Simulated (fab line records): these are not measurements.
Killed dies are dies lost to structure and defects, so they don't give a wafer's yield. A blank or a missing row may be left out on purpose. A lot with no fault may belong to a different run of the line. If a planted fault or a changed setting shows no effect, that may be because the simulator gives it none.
Which of the tools did it? | flow n5Finfet | 24 lots, 72 wafers sampled, at 5 steps of a route of 1938

WHAT EACH GAUGE READ, for each wafer
N5_SD_EPI_P_INSPECT_26: inspects for defects (darkfield).
lot  | measured    | on               | rawDefectCount
L074 | day 3 11:42 | defectInspect-01 | 238 159 205
L075 | day 3 14:40 | defectInspect-02 | 193 165 155
L076 | day 3 21:54 | defectInspect-01 | 148 189 173
L077 | day 4 02:28 | defectInspect-01 | 166 151 152
L078 | day 4 10:50 | defectInspect-01 | 149 151 180
L079 | day 4 15:34 | defectInspect-02 | 137 173 152
L080 | day 4 21:41 | defectInspect-02 | 164 173 192
L081 | day 5 05:05 | defectInspect-01 | 175 119 201
L082 | day 5 12:41 | defectInspect-02 | 189 177 172
L083 | day 5 19:17 | defectInspect-01 | 191 151 177
L084 | day 6 03:10 | defectInspect-02 | 182 178 165
L085 | day 6 03:32 | defectInspect-01 | 213 165 222
L086 | day 6 17:22 | defectInspect-02 | 219 217 151
L087 | day 6 20:20 | defectInspect-01 | 196 208 192
L088 | day 7 00:04 | defectInspect-01 | 117 100 205
L089 | day 7 10:20 | defectInspect-02 | 159 183 170
L090 | day 7 12:10 | defectInspect-02 | 156 167 112
L091 | day 7 18:01 | defectInspect-01 | 264 227 214
L092 | day 8 01:26 | defectInspect-01 | 162 87 124
L093 | day 8 04:25 | defectInspect-01 | 184 132 154
L094 | day 8 14:47 | defectInspect-02 | 153 160 208
L095 | day 8 19:25 | defectInspect-01 | 165 164 210
L096 | day 9 02:41 | defectInspect-01 | 186 263 379
L097 | day 9 13:59 | defectInspect-02 | 169 236 203

N5_HKMG_FIN_CD_MEAS_49: the cd target is 202 nm.
lot  | measured     | on       | cdNm (nm)
L074 | day 4 00:40  | cdSem-02 | 202.1 202.8 202.8
L075 | day 4 03:46  | cdSem-02 | 201.5 202.0 203.0
L076 | day 4 11:04  | cdSem-02 | 202.1 202.6 201.8
L077 | day 4 16:02  | cdSem-03 | 201.1 202.2 201.8
L078 | day 5 00:07  | cdSem-03 | 202.6 202.9 202.4
L079 | day 5 06:14  | cdSem-02 | 202.3 201.8 201.2
L080 | day 5 12:09  | cdSem-03 | 203.1 203.1 202.2
L081 | day 5 19:17  | cdSem-03 | 202.3 201.1 201.9
L082 | day 6 02:22  | cdSem-02 | 201.5 201.6 202.6
L083 | day 6 08:23  | cdSem-03 | 202.6 201.6 202.8
L084 | day 6 17:16  | cdSem-03 | 202.0 203.1 202.4
L085 | day 6 18:20  | cdSem-02 | 202.0 202.9 202.3
L086 | day 7 06:53  | cdSem-02 | 201.7 202.1 202.3
L087 | day 7 09:37  | cdSem-02 | 201.9 202.0 201.8
L088 | day 7 13:22  | cdSem-02 | 202.8 201.6 200.7
L089 | day 7 23:11  | cdSem-03 | 203.7 202.7 203.0
L090 | day 8 02:15  | cdSem-02 | 203.3 203.1 202.4
L091 | day 8 08:49  | cdSem-03 | 202.2 202.8 202.8
L092 | day 8 17:41  | cdSem-01 | 202.7 203.0 202.7
L093 | day 8 19:56  | cdSem-02 | 201.6 201.6 201.9
L094 | day 9 05:52  | cdSem-01 | 200.8 202.4 202.5
L095 | day 9 09:49  | cdSem-03 | 202.3 202.4 202.7
L096 | day 9 19:02  | cdSem-02 | 201.8 201.4 202.6
L097 | day 10 03:21 | cdSem-02 | 202.7 202.3 201.5

TOOL THAT RAN EACH LOT (tool first, then ch and the chambers of the sampled wafers, then the start)
lot  | N5_SD_EPI_N_ETCHBACK_44          | N5_SD_EPI_P_ETCH_36              | N5_HKMG_FIN_ALD_75
L074 | rieDiel-02 ch 1,3, day 3 00:53   | rieDiel-04 ch 0,1,2, day 3 06:04 | aldHk-01 ch 0,1, day 4 00:19
L075 | rieDiel-02 ch 1,2,3, day 3 06:05 | rieDiel-06 ch 0,2, day 3 10:59   | aldHk-03 ch 0,1,3, day 4 03:19
L076 | rieDiel-03 ch 1,2,3, day 3 13:27 | rieDiel-04 ch 1,2, day 3 18:11   | aldHk-02 ch 1,2, day 4 10:44
L077 | rieDiel-03 ch 1,2,3, day 3 18:35 | rieDiel-04 ch 0,2,3, day 3 22:46 | aldHk-01 ch 0,1, day 4 15:34
L078 | rieDiel-02 ch 1,2,3, day 4 02:13 | rieDiel-01 ch 0,1,2, day 4 07:08 | aldHk-01 ch 0,3, day 4 23:38
L079 | rieDiel-03 ch 0,1, day 4 07:02   | rieDiel-04 ch 0,1,2, day 4 10:59 | aldHk-01 ch 1,2,3, day 5 05:47
L080 | rieDiel-05 ch 0,2, day 4 12:38   | rieDiel-04 ch 0,1,3, day 4 17:02 | aldHk-03 ch 2,3, day 5 11:49
L081 | rieDiel-02 ch 1,3, day 4 19:22   | rieDiel-04 ch 0,1,3, day 4 23:27 | aldHk-03 ch 0,1,2, day 5 18:49
L082 | rieDiel-03 ch 2,3, day 5 02:35   | rieDiel-06 ch 0,1,2, day 5 07:02 | aldHk-03 ch 2,3, day 6 02:01
L083 | rieDiel-05 ch 0,3, day 5 09:42   | rieDiel-06 ch 1,2,3, day 5 13:38 | aldHk-01 ch 1,2,3, day 6 07:55
L084 | rieDiel-03 ch 1,2,3, day 5 18:09 | rieDiel-04 ch 0,2,3, day 5 22:38 | aldHk-03 ch 0,2,3, day 6 16:47
L085 | rieDiel-03 ch 1,2,3, day 5 19:55 | rieDiel-04 ch 0,2,3, day 5 23:50 | aldHk-03 ch 0,1,2, day 6 17:59
L086 | rieDiel-05 ch 0,1,3, day 6 07:37 | rieDiel-04 ch 0,1, day 6 13:40   | aldHk-03 ch 0,1, day 7 06:25
L087 | rieDiel-02 ch 2,3, day 6 11:47   | rieDiel-06 ch 0,1,3, day 6 15:47 | aldHk-01 ch 0,1, day 7 09:08
L088 | rieDiel-03 ch 1,2, day 6 16:19   | rieDiel-01 ch 0,1,3, day 6 20:22 | aldHk-03 ch 0,1, day 7 12:54
L089 | rieDiel-02 ch 1,2, day 6 21:36   | rieDiel-04 ch 0,1, day 7 04:46   | aldHk-03 ch 0,3, day 7 22:50
L090 | rieDiel-02 ch 0,1,2, day 7 02:40 | rieDiel-04 ch 0,2, day 7 08:28   | aldHk-02 ch 0,1,2, day 8 01:55
L091 | rieDiel-03 ch 0,1, day 7 09:37   | rieDiel-06 ch 0,1,2, day 7 14:19 | aldHk-02 ch 0,1,3, day 8 08:17
L092 | rieDiel-03 ch 0,1,3, day 7 15:28 | rieDiel-06 ch 0,2,3, day 7 20:55 | aldHk-02 ch 0,2,3, day 8 17:13
L093 | rieDiel-05 ch 2,3, day 7 19:13   | rieDiel-06 ch 2,3, day 7 23:56   | aldHk-03 ch 0,2,3, day 8 19:23
L094 | rieDiel-02 ch 1,2,3, day 8 05:23 | rieDiel-06 ch 0,1,3, day 8 10:14 | aldHk-01 ch 2,3, day 9 05:23
L095 | rieDiel-05 ch 0,1,2, day 8 08:53 | rieDiel-06 ch 0,1,3, day 8 14:47 | aldHk-02 ch 1,2,3, day 9 09:22
L096 | rieDiel-05 ch 0,2,3, day 8 17:04 | rieDiel-04 ch 1,2,3, day 8 22:10 | aldHk-03 ch 0,3, day 9 18:34
L097 | rieDiel-02 ch 0,1,3, day 9 01:55 | rieDiel-06 ch 0,2, day 9 08:19   | aldHk-03 ch 0,1, day 10 03:00
- N5_SD_EPI_N_ETCHBACK_44: etches SiNx in CH3F/O2, stops on SiO2, target depth 14.5 nm.
- N5_SD_EPI_P_ETCH_36: etches SiARC in CF4, target depth 45.5 nm, time 75.8 s.
- N5_HKMG_FIN_ALD_75: deposits Al2O3, target thk 1 nm, co reactant pulse time 1 s.

AS READ BY THE TOOLS THEMSELVES (means over the sampled wafers that have a number; for cases with no such wafer, the mark the record gives instead)
N5_SD_EPI_N_ETCHBACK_44.
lot  | tool       | drypumpMotorCurrentA (A) | oes_o_777_au (a.u.) | oesProductAu (a.u.) | rfFwdPowerW (W) | rfVppV (V) | showerheadPlenumPTorr (Torr) | throttleValvePct (%)
L074 | rieDiel-02 | 5.6                      | 0.81                | 0.71                | 393.4           | 299        | 2.06                         | 16.23
L075 | rieDiel-02 | 5.7                      | 0.79                | 0.69                | 393.5           | 303        | 2.01                         | 16.33
L076 | rieDiel-03 | 5.9                      | 0.76                | 0.64                | 393.0           | 290        | 2.00                         | 16.26
L077 | rieDiel-03 | 5.9                      | 0.76                | 0.64                | 393.6           | 290        | 2.00                         | 16.27
L078 | rieDiel-02 | 5.7                      | 0.78                | 0.68                | 393.2           | 302        | 2.01                         | 16.34
L079 | rieDiel-03 | 6.3                      | 0.75                | 0.63                | 392.0           | 293        | 1.99                         | 16.41
L080 | rieDiel-05 | 5.6                      | 0.70                | 0.61                | 390.7           | 304        | 2.00                         | 16.34
L081 | rieDiel-02 | 5.6                      | 0.79                | 0.69                | 394.1           | 301        | 2.05                         | 16.26
L082 | rieDiel-03 | 5.7                      | 0.74                | 0.61                | 393.1           | 290        | 1.99                         | 16.20
L083 | rieDiel-05 | 6.0                      | 0.73                | 0.62                | 393.6           | 299        | 2.07                         | 16.37
L084 | rieDiel-03 | 5.9                      | 0.75                | 0.63                | 394.5           | 289        | 2.00                         | 16.29
L085 | rieDiel-03 | 5.9                      | 0.75                | 0.63                | 392.9           | 289        | 2.00                         | 16.30
L086 | rieDiel-05 | 5.8                      | 0.73                | 0.61                | 393.2           | 300        | 2.07                         | 16.53
L087 | rieDiel-02 | 5.9                      | 0.81                | 0.70                | 392.2           | 300        | 1.95                         | 16.39
L088 | rieDiel-03 | 5.8                      | 0.73                | 0.62                | 392.1           | 290        | 1.99                         | 16.39
L089 | rieDiel-02 | 5.7                      | 0.70                | 0.61                | 392.5           | 308        | 2.01                         | 16.49
L090 | rieDiel-02 | 5.9                      | 0.72                | 0.63                | 392.5           | 304        | 1.97                         | 16.45
L091 | rieDiel-03 | 6.3                      | 0.73                | 0.61                | 393.0           | 292        | 1.99                         | 16.46
L092 | rieDiel-03 | 6.2                      | 0.74                | 0.62                | 393.2           | 291        | 1.99                         | 16.35
L093 | rieDiel-05 | 6.2                      | 0.77                | 0.67                | 392.1           | 302        | 2.03                         | 16.44
L094 | rieDiel-02 | 5.7                      | 0.74                | 0.65                | 392.7           | 302        | 2.00                         | 16.41
L095 | rieDiel-05 | 5.5                      | 0.77                | 0.66                | 394.1           | 301        | 2.03                         | 16.33
L096 | rieDiel-05 | 5.9                      | 0.76                | 0.66                | 392.2           | 301        | 2.03                         | 16.32
L097 | rieDiel-02 | 5.9                      | 0.76                | 0.66                | 393.8           | 298        | 1.96                         | 16.38

N5_SD_EPI_P_ETCH_36.
lot  | tool       | drypumpMotorCurrentA (A) | etchRfOnTimeS (s) | oesProductAu (a.u.) | rfFwdPowerW (W) | rfVppV (V) | showerheadPlenumPTorr (Torr) | throttleValvePct (%)
L074 | rieDiel-04 | 5.5                      | 75.6              | 0.69                | 540.8           | 185.5      | 2.21                         | 15.63
L075 | rieDiel-06 | 5.3                      | 75.8              | 0.63                | 539.2           | 185.3      | 2.16                         | 15.77
L076 | rieDiel-04 | 5.6                      | 75.4              | 0.68                | 541.1           | 184.3      | 2.20                         | 15.76
L077 | rieDiel-04 | 5.7                      | 76.5              | 0.68                | 540.3           | 184.6      | 2.21                         | 15.56
L078 | rieDiel-01 | 5.9                      | 76.3              | 0.66                | 540.7           | 184.4      | 2.16                         | 15.81
L079 | rieDiel-04 | 5.6                      | 76.5              | 0.68                | 540.3           | 184.7      | 2.21                         | 15.65
L080 | rieDiel-04 | 5.6                      | 74.2              | 0.64                | 539.5           | 185.3      | 2.22                         | 15.75
L081 | rieDiel-04 | 5.6                      | 75.1              | 0.63                | 538.7           | 185.1      | 2.22                         | 15.76
L082 | rieDiel-06 | 5.3                      | 75.3              | 0.64                | 537.0           | 183.4      | 2.08                         | 15.69
L083 | rieDiel-06 | 5.5                      | 74.0              | 0.64                | 541.0           | 183.0      | 2.05                         | 15.68
L084 | rieDiel-04 | 5.8                      | 75.7              | 0.67                | 539.9           | 184.0      | 2.21                         | 15.58
L085 | rieDiel-04 | 5.7                      | 76.3              | 0.67                | 541.4           | 184.9      | 2.21                         | 15.58
L086 | rieDiel-04 | 5.3                      | 76.5              | 0.64                | 538.1           | 184.9      | 2.21                         | 15.75
L087 | rieDiel-06 | 5.7                      | 75.0              | 0.65                | 539.5           | 182.7      | 2.10                         | 15.65
L088 | rieDiel-01 | 6.2                      | 77.1              | 0.62                | 538.6           | 183.7      | 2.11                         | 15.80
L089 | rieDiel-04 | 5.3                      | 76.2              | 0.64                | 538.9           | 184.5      | 2.21                         | 15.76
L090 | rieDiel-04 | 5.5                      | 77.0              | 0.68                | 539.0           | 185.5      | 2.21                         | 15.59
L091 | rieDiel-06 | 5.3                      | 75.3              | 0.71                | 539.0           | 184.1      | 2.16                         | 15.56
L092 | rieDiel-06 | 5.5                      | 75.0              | 0.69                | 538.9           | 184.3      | 2.20                         | 15.65
L093 | rieDiel-06 | 5.7                      | 73.4              | 0.68                | 538.5           | 185.1      | 2.17                         | 15.65
L094 | rieDiel-06 | 5.8                      | 75.2              | 0.63                | 539.8           | 184.1      | 2.10                         | 15.69
L095 | rieDiel-06 | 5.8                      | 75.1              | 0.64                | 537.3           | 184.0      | 2.10                         | 15.68
L096 | rieDiel-04 | 5.8                      | 75.1              | 0.64                | 541.9           | 184.0      | 2.19                         | 15.75
L097 | rieDiel-06 | 5.3                      | 75.5              | 0.68                | 540.0           | 185.3      | 2.23                         | 15.70

N5_HKMG_FIN_ALD_75.
lot  | tool     | heaterPowerW (W) | precursorPulseHeightRel
L074 | aldHk-01 | 150              | 0.985
L075 | aldHk-03 | 160              | 0.996
L076 | aldHk-02 | 149              | 0.992
L077 | aldHk-01 | 151              | 1.005
L078 | aldHk-01 | 146              | 0.997
L079 | aldHk-01 | 159              | 1.023
L080 | aldHk-03 | 156              | 0.996
L081 | aldHk-03 | 157              | 0.991
L082 | aldHk-03 | 160              | 1.006
L083 | aldHk-01 | 156              | 0.988
L084 | aldHk-03 | 161              | 0.992
L085 | aldHk-03 | 159              | 1.007
L086 | aldHk-03 | 162              | 1.006
L087 | aldHk-01 | 150              | 1.001
L088 | aldHk-03 | 157              | 0.987
L089 | aldHk-03 | 161              | 1.006
L090 | aldHk-02 | 148              | 0.981
L091 | aldHk-02 | 141              | 1.012
L092 | aldHk-02 | 140              | 0.990
L093 | aldHk-03 | 158              | 1.015
L094 | aldHk-01 | 159              | 0.971
L095 | aldHk-02 | 148              | 1.003
L096 | aldHk-03 | 162              | 1.001
L097 | aldHk-03 | 160              | 1.010

THE ANSWER, worked out from the rows above alone
Rule: usual is defined by the lots themselves. Put in order of their means at a reading, lots are off if they are a third of the lots or fewer, leave a main group of 4 or more, and stand apart from it by a gap of 3 or more times the standard deviation of the main group's means; of several such gaps the widest counts. A main group whose means are all the same, to the digits that the tables above print for the reading, isn't used. Also off: a lot with no number at a reading for which 4 or more lots have one. The other lots that the step has rows for count as sound. Order of review: gauges by route order, followed by the tools' own readings, for which a lot's mean as printed above is used. At the first step where some lot is off, the reading lying furthest off is the one used; lots without a number count as furthest.
Nothing can be told from this: no lot is off at any reading shown.

WHAT THE SIMULATOR PUT IN
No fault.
